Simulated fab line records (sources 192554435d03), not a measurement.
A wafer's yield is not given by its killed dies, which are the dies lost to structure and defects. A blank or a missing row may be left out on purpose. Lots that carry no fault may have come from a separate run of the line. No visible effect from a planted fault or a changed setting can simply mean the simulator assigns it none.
fab line records	flow n5_finfet
[record] lots = 10	wafers = 29	last_day = 17
route steps=1938 shown MOL_CONTACT_COAG@576
lots with no fault: from the same line, run without faults
start_h: hours from the record's opening day to when the first of the lot's shown wafers began	wait_h: hours elapsed since this lot's preceding step	" as in the row above	L1.1+2: a single row standing in for several wafers	- no value, or no start was given	* or withheld: withheld	< > ~ a bound
route shown NAME@n: NAME is a module with steps in the file, n the number in the route of the first one	usual: the fault-free wafers' mean and standard deviation	same: alike in all rows	chamber/n: place in a boat	sites: the reading at each site	_std_site: the values' standard deviation	_edge_site: the outer-site mean with the inner-site mean subtracted	radius_mm: how far each site lies from the wafer's centre	mask NAME#n: copy n	behind: the most recent tool/chamber to have shaped the wafer	hold: why the lot was held/for how many hours/how that ended	device: the transistor (n, p or np) that didn't switch	end of line: tests run on the same wafers once the route is complete	a step with no rows: only its recipe	killed: not the wafer's yield, but the dies lost to structure and defects at the first sort	map: the dies of a wafer, with x for killed, . for not killed, _ for no die there
set.NAME: the run value of the setting; set.NAME@STEP: its run value at that earlier step	model.NAME: the simulator's own value behind a step, which no gauge read
one table for each step of the route and one row for each wafer, over a sample of lots
services: a tool's chamber out of use, with start hour (start_h, from the record's first day; less than 0 if before it), hours out, and reason
[[steps]]
[step N5_MOL_CONTACT_COAG_DESCUM_88]
[recipe] chemistry = O2	time_s = 7	source_power_w = 50	bias_power_w = 20	pressure_mtorr = 20	rf_frequency_hz = 2.712e+07	temp_c = 40	resist = CAR-EUV	o2_flow_sccm = 225
[usual] drypump_motor_current_A = 5.8/0.44	o2_flow_sccm = 225.0/0.68	oes_product_au = 0.78/0.066	rf_vpp_V = 243.5/1.1	showerhead_plenum_p_Torr = 2.11/0.057	temp_c = 40.01/0.11	throttle_valve_pct = 20.43/0.29
lot.wafer	tool	chamber	start_h	wait_h	drypump_motor_current_A	o2_flow_sccm	oes_product_au	rf_hours_counter_h	rf_vpp_V	showerhead_plenum_p_Torr	temp_c	throttle_valve_pct
L459.2	rie_diel-06	0	102.38	0.0	5.7	224.9	0.83	97	244.9	2.21	39.97	20.42
L459.4	"	1	"	"	6.5	226.1	0.73	212	243.5	2.13	40.26	20.46
L459.5	"	0	"	"	5.7	223.9	0.83	-	245.5	2.21	39.97	20.41
L461.1	rie_diel-06	0	118.21	0.1	5.7	224.9	0.81	101	245.4	2.21	39.93	20.41
L461.2	"	3	"	"	5.3	224.3	0.87	18	242.0	2.14	39.92	20.39
L461.6	"	0	"	"	5.7	224.2	0.82	-	246.3	2.21	39.87	20.42
L469.1	rie_diel-06	0	170.67	0.0	5.7	224.8	0.80	118	244.9	2.20	40.10	20.44
L469.3	"	2	"	"	5.4	224.8	0.73	189	243.9	2.08	40.05	20.31
L469.6	"	0	"	"	5.8	225.1	0.80	-	243.9	2.20	39.95	20.45
L470.1	rie_diel-06	3	176.03	0.0	5.3	223.8	0.83	36	243.3	2.14	39.98	20.42
L470.2	"	2	"	"	5.4	225.0	0.73	192	244.6	2.08	40.07	20.30
L470.6	"	1	"	"	6.5	224.8	0.70	-	244.7	2.12	39.92	20.50
L473.2	rie_diel-01	2	191.55	0.0	6.2	224.9	0.92	34	243.8	2.14	39.85	20.58
L473.3	"	3	"	"	6.1	225.9	0.70	229	242.7	2.08	40.13	20.97
L473.6	"	0	"	"	6.5	225.5	0.78	-	245.4	2.18	39.98	20.55
L474.3	rie_diel-06	0	198.37	0.7	5.7	225.1	0.80	128	244.4	2.20	39.91	20.47
L474.4	"	2	"	"	5.4	224.5	0.73	199	243.5	2.08	39.91	20.31
L474.6	"	2	"	"	5.4	225.1	0.72	-	242.8	2.08	40.15	20.32
L475.1	rie_diel-06	1	198.48	0.6	6.5	224.5	0.69	245	245.5	2.12	40.15	20.52
L475.4	"	2	"	"	5.4	225.2	0.73	199	242.6	2.08	40.03	20.33
L475.6	"	2	"	"	5.4	226.5	0.73	-	243.6	2.08	39.88	20.31
L477.1	rie_diel-06	2	204.21	0.0	5.4	224.4	0.73	201	243.2	2.07	40.08	20.32
L477.4	"	0	"	"	5.7	224.5	0.80	129	246.0	2.20	39.99	20.49
L477.5	"	0	"	"	5.8	225.2	0.80	-	243.5	2.20	40.17	20.47
L476.1	rie_diel-06	3	208.36	0.1	5.3	225.9	0.82	45	243.4	2.13	40.05	20.44
L476.4	"	2	"	"	5.4	225.0	0.73	202	243.8	2.07	40.11	20.33
L482.1	rie_diel-06	0	240.24	0.0	5.7	224.7	0.79	143	244.1	2.19	39.69	20.49
L482.2	"	2	"	"	5.4	224.8	0.72	215	243.0	2.07	39.90	20.33
L482.5	"	3	"	"	5.3	225.4	0.81	-	244.3	2.13	39.91	20.46
[step N5_MOL_CONTACT_COAG_VIA_ETCH_46]
[recipe] chemistry = C4F6/O2	target_depth_a = 460	overetch_a = 92	mask_material = SOC	target = SiO2	bias_w = 455	pressure_mtorr = 10	time_s = 40	source_w = 325	Ar_flow_sccm = 300	C4F6_flow_sccm = 10	O2_flow_sccm = 10	ion_energy_ev = 575.3	ends = end_point
[usual] drypump_motor_current_A = 5.9/0.42	oes_product_au = 0.69/0.058	rf_vpp_V = 1576/38	showerhead_plenum_p_Torr = 2.85/0.075	throttle_valve_pct = 40.9/0.47
lot.wafer	tool	chamber	start_h	wait_h	drypump_motor_current_A	oes_product_au	rf_hours_counter_h	rf_vpp_V	showerhead_plenum_p_Torr	throttle_valve_pct
L459.2	rie_diel-06	3	103.02	0.0	5.3	0.81	12	1595	2.94	41.3
L459.4	"	1	"	"	6.5	0.64	212	1621	2.93	41.2
L459.5	"	2	"	"	5.4	0.68	-	1541	2.82	40.1
L461.1	rie_diel-01	2	118.68	0.0	6.2	0.84	12	1585	2.91	41.1
L461.2	"	3	"	"	6.2	0.63	207	1624	2.81	41.8
L461.6	"	1	"	"	5.9	0.67	-	1594	2.75	40.6
L469.1	rie_diel-01	2	171.17	0.0	6.2	0.80	28	1585	2.90	41.1
L469.3	"	3	"	"	6.1	0.63	223	1623	2.80	41.8
L469.6	"	2	"	"	6.2	0.81	-	1585	2.90	41.1
L470.1	rie_diel-01	3	176.54	0.0	6.1	0.64	225	1624	2.80	41.8
L470.2	"	0	"	"	6.5	0.70	141	1601	2.94	41.1
L470.6	"	2	"	"	6.2	0.81	-	1586	2.90	41.1
L473.2	rie_diel-06	2	192.53	0.0	5.4	0.66	197	1539	2.81	40.1
L473.3	"	3	"	"	5.3	0.76	41	1592	2.93	41.3
L473.6	"	3	"	"	5.3	0.76	-	1591	2.92	41.3
L474.3	rie_diel-06	3	198.84	0.0	5.3	0.75	43	1593	2.92	41.3
L474.4	"	2	"	"	5.4	0.67	199	1538	2.81	40.1
L474.6	"	3	"	"	5.3	0.76	-	1594	2.92	41.3
L475.1	rie_diel-03	0	198.98	0.0	6.1	0.64	180	1494	2.86	41.6
L475.4	"	2	"	"	5.4	0.64	188	1605	2.81	40.9
L475.6	"	1	"	"	5.5	0.72	-	1574	2.88	40.6
L477.1	rie_diel-03	1	204.68	0.0	5.4	0.72	82	1571	2.88	40.6
L477.4	"	3	"	"	6.3	0.73	86	1583	2.75	40.5
L477.5	"	3	"	"	6.4	0.74	-	1583	2.75	40.5
L476.1	rie_diel-03	0	208.84	0.0	6.1	0.63	183	1493	2.85	41.6
L476.4	"	3	"	"	6.3	0.74	88	1583	2.75	40.5
L482.1	rie_diel-06	0	240.72	0.0	5.7	0.67	143	1514	2.97	40.8
L482.2	"	2	"	"	5.4	0.65	215	1538	2.80	40.1
L482.5	"	2	"	"	5.4	0.65	-	1541	2.80	40.1
[step N5_MOL_CONTACT_COAG_STRIP_96]
[recipe] chemistry = N2/H2	power_w = 500	temp_c = 40	pressure_mtorr = 50	rf_frequency_hz = 6e+07	overash_fraction = 0.3	bias_power_w = 28	h2_frac = 0.5	n2_flow_sccm = 300	h2_flow_sccm = 300
[usual] drypump_motor_current_A = 5.9/0.42	oes_product_au = 0.78/0.07	power_w = 500.1/1.6	rf_vpp_V = 121.8/1.3	showerhead_plenum_p_Torr = 3.36/0.095	temp_c = 40.01/0.11	throttle_valve_pct = 18.82/0.27
lot.wafer	tool	chamber	start_h	wait_h	drypump_motor_current_A	oes_product_au	power_w	rf_hours_counter_h	rf_vpp_V	showerhead_plenum_p_Torr	temp_c	throttle_valve_pct
L459.2	rie_diel-06	3	103.09	0.0	5.3	0.90	500.4	12	121.7	3.42	39.89	18.71
L459.4	"	1	"	"	6.5	0.72	499.6	212	121.6	3.47	40.05	19.38
L459.5	"	2	"	"	5.4	0.76	498.8	-	122.8	3.36	40.21	18.76
L461.1	rie_diel-01	2	118.74	0.0	6.2	0.95	500.8	12	121.7	3.43	39.93	18.70
L461.2	"	3	"	"	6.1	0.71	501.5	207	122.0	3.33	39.92	19.23
L461.6	"	1	"	"	6.0	0.73	499.9	-	122.1	3.19	40.00	18.53
L469.1	rie_diel-01	2	171.24	0.0	6.2	0.91	499.5	28	122.0	3.42	40.10	18.73
L469.3	"	3	"	"	6.2	0.70	501.6	223	122.3	3.32	40.30	19.26
L469.6	"	2	"	"	6.2	0.92	501.2	-	122.8	3.42	39.98	18.73
L470.1	rie_diel-01	3	176.60	0.0	6.1	0.70	497.7	225	121.8	3.32	40.12	19.26
L470.2	"	0	"	"	6.5	0.79	498.2	141	124.1	3.49	40.15	19.11
L470.6	"	2	"	"	6.2	0.92	501.7	-	122.5	3.42	40.00	18.75
L473.2	rie_diel-06	2	192.59	0.0	5.4	0.73	498.9	197	120.8	3.34	40.27	18.81
L473.3	"	3	"	"	5.3	0.84	500.6	41	121.2	3.41	40.02	18.75
L473.6	"	3	"	"	5.3	0.84	502.5	-	119.4	3.41	40.30	18.73
L474.3	rie_diel-06	3	198.90	0.0	5.3	0.83	500.3	43	120.1	3.41	40.05	18.75
L474.4	"	2	"	"	5.4	0.73	499.3	199	121.7	3.34	39.98	18.79
L474.6	"	3	"	"	5.3	0.82	499.6	-	121.7	3.41	40.16	18.74
L475.1	rie_diel-03	0	199.05	0.0	6.1	0.71	498.3	180	123.3	3.30	40.02	18.94
L475.4	"	2	"	"	5.4	0.73	499.9	188	122.1	3.36	39.93	18.92
L475.6	"	1	"	"	5.5	0.81	498.5	-	123.6	3.41	39.91	18.82
L477.1	rie_diel-03	1	204.75	0.0	5.5	0.83	501.6	82	120.2	3.41	39.90	18.82
L477.4	"	3	"	"	6.3	0.85	500.0	86	120.3	3.25	39.98	18.48
L477.5	"	3	"	"	6.3	0.85	501.1	-	120.5	3.25	39.77	18.49
L476.1	rie_diel-03	0	208.91	0.0	6.1	0.72	500.8	183	121.5	3.30	40.20	18.93
L476.4	"	3	"	"	6.3	0.85	499.3	88	120.8	3.25	39.91	18.50
L482.1	rie_diel-06	0	240.78	0.0	5.7	0.78	500.4	143	123.0	3.48	39.91	18.43
L482.2	"	2	"	"	5.4	0.71	497.7	215	121.0	3.34	40.14	18.84
L482.5	"	2	"	"	5.4	0.72	499.1	-	121.6	3.34	40.02	18.84
[step N5_MOL_CONTACT_COAG_ETCH_47]
[recipe] chemistry = CH3F/O2	target = SiNx	target_depth_a = 270	mask_material = SiO2	stop_on = W	over_etch_frac = 0.2	ion_energy_ev = 120	endpoint = OES-CN	pressure_mtorr = 30	source_w = 395	bias_w = 73	Ar_flow_sccm = 150	CH3F_flow_sccm = 30	O2_flow_sccm = 20	ends = end_point
[usual] drypump_motor_current_A = 5.9/0.42	etch_rf_on_time_s = 31.5/0.71	oes_product_au = 0.69/0.061	rf_vpp_V = 295/7.6	showerhead_plenum_p_Torr = 2.01/0.056	throttle_valve_pct = 16.40/0.24
lot.wafer	tool	chamber	start_h	wait_h	drypump_motor_current_A	etch_rf_on_time_s	oes_product_au	rf_hours_counter_h	rf_vpp_V	showerhead_plenum_p_Torr	throttle_valve_pct
L459.2	rie_diel-06	3	103.13	0.0	5.3	31.1	0.81	12	299	2.07	16.36
L459.4	"	1	"	"	6.5	31.5	0.64	212	303	2.07	16.63
L459.5	"	2	"	"	5.4	31.9	0.68	-	290	1.99	16.21
L461.1	rie_diel-01	2	118.78	0.0	6.2	30.3	0.85	12	296	2.05	16.33
L461.2	"	3	"	"	6.1	30.1	0.66	207	305	1.98	16.68
L461.6	"	1	"	"	5.9	31.6	0.65	-	299	1.93	16.40
L469.1	rie_diel-01	2	171.28	0.0	6.2	18.8	1.13	28	296	2.04	16.40
L469.3	"	3	"	"	6.1	30.5	0.65	223	305	1.97	16.70
L469.6	"	2	"	"	6.2	18.8	1.13	-	296	2.04	16.40
L470.1	rie_diel-01	3	176.64	0.0	6.1	30.4	0.65	225	304	1.97	16.72
L470.2	"	0	"	"	6.5	32.0	0.69	141	300	2.08	16.40
L470.6	"	2	"	"	6.2	18.7	1.11	-	297	2.04	16.41
L473.2	rie_diel-06	2	192.63	0.0	5.4	32.1	0.65	197	288	1.98	16.27
L473.3	"	3	"	"	5.3	31.7	0.75	41	298	2.06	16.40
L473.6	"	3	"	"	5.3	31.4	0.75	-	300	2.06	16.41
L474.3	rie_diel-06	3	198.94	0.0	5.3	32.3	0.74	43	298	2.06	16.42
L474.4	"	2	"	"	5.4	32.3	0.64	199	287	1.98	16.29
L474.6	"	3	"	"	5.3	32.2	0.73	-	297	2.06	16.42
L475.1	rie_diel-03	0	199.09	0.0	6.1	31.3	0.63	180	279	2.01	16.78
L475.4	"	2	"	"	5.4	31.7	0.63	188	300	1.97	16.14
L475.6	"	1	"	"	5.5	31.7	0.73	-	295	2.03	16.53
L477.1	rie_diel-03	1	204.79	0.0	5.5	31.2	0.73	82	295	2.03	16.50
L477.4	"	3	"	"	6.3	31.1	0.73	86	297	1.93	15.94
L477.5	"	3	"	"	6.3	30.9	0.74	-	295	1.93	15.93
L476.1	rie_diel-03	0	208.95	0.0	6.1	31.1	0.63	183	279	2.01	16.81
L476.4	"	3	"	"	6.3	31.3	0.72	88	296	1.93	15.93
L482.1	rie_diel-06	0	240.82	0.0	5.7	31.0	0.68	143	282	2.10	16.43
L482.2	"	2	"	"	5.4	32.4	0.63	215	287	1.97	16.33
L482.5	"	2	"	"	5.4	32.1	0.64	-	288	1.97	16.33
[[services]]
tool	chamber	start_h	hours	kind
rie_diel-03	1	92.41	36.0	repair
rie_diel-06	1	220.53	-	clean
rie_diel-06	1	220.53	-	consumable_replace:focus_ring
rie_diel-06	1	220.53	20.2	scheduled_down
rie_diel-06	1	220.53	20.2	vent_cycle
rie_diel-03	-	222.26	2.8	pm
[[key]]
[first_sign] step = N5_MOL_CONTACT_COAG_ETCH_47	reading = etch_rf_on_time_s	direction = down	sigmas = 18	usual = *	struck = *
[effect] step = N5_MOL_CONTACT_COAG_ETCH_47	reading = oes_product_au	direction = up	sigmas = 7.1	usual = 0.69	struck = 1.12
met_at N5_MOL_CONTACT_COAG_ETCH_47
struck_lots L469,L470
struck_wafers L469.1,L469.6,L470.6
tester_left_out L469,L470
not_acting_at N5_MOL_CONTACT_COAG_DESCUM_88,N5_MOL_CONTACT_COAG_VIA_ETCH_46,N5_MOL_CONTACT_COAG_STRIP_96
onset_between 118.78 171.28
[fault] kind = process_parameter_drift	tool = rie_diel-01	chamber = 2	onset_h = 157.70	steps = N5_MOL_CONTACT_COAG_ETCH_47	channel = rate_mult	offset = 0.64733	shape = step	end_h = 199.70
// tester_left_out: of these lots the tester's yield and bins aren't shown, on N5 and GAA mostly nor the transistor test; their killed dies are dies lost to structure and defects alone, not to doping, threshold or leakage, so they don't give the yield
